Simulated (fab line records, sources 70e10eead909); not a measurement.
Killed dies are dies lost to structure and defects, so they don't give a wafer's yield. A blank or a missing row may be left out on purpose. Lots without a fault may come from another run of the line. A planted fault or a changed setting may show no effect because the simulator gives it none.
Chamber matching | flow nand_harc | NHARC_A_STAIRCASE_DESCUM_219 on rie_diel-07: 4 sister chambers
The step chemistry O2, time 3 s. 4 wafers are shown with their chamber, then 9 later ones without.

WAFERS WITH THEIR CHAMBER
wafer  | chamber | drypump_motor_current_A (A)
L078.4 | 0       | 5.3
L086.1 | 1       | 6.7
L086.2 | 2       | 6.2
L086.3 | 3       | 5.1

WAFERS WITHOUT THEIR CHAMBER
wafer  | drypump_motor_current_A (A)
L093.1 | 6.1
L093.3 | 5.3
L093.6 | 6.1
L090.1 | 6.2
L090.4 | 6.6
L090.5 | 5.1
L096.1 | 6.1
L096.5 | 5.4
L096.6 | 5.1

WHICH CHAMBER EACH WENT THROUGH
wafer  | from the rows above | in truth
L093.1 | 2                   | 2
L093.3 | 0                   | 0
L093.6 | 2                   | 2
L090.1 | 2                   | 2
L090.4 | 1                   | 1
L090.5 | 3                   | 3
L096.1 | 2                   | 2
L096.5 | 0                   | 0
L096.6 | 3                   | 3
Placed correctly: 9 of 9. Can't be placed from these rows: 0. Placed wrongly: 0.
How it was worked out, from the rows above alone: a wafer's distance from a chamber is the root of the sum, over the readings, of the square of ((its reading less the chamber's mean) divided by the reading's scatter). The wafer belongs to the nearest chamber; if the next one is less than 2 further off, it can't be placed. A chamber's mean is the mean of its shown wafers. The scatter: with one shown wafer a chamber, the root of the mean of the squares of how far each hidden wafer lies from its nearest shown one.
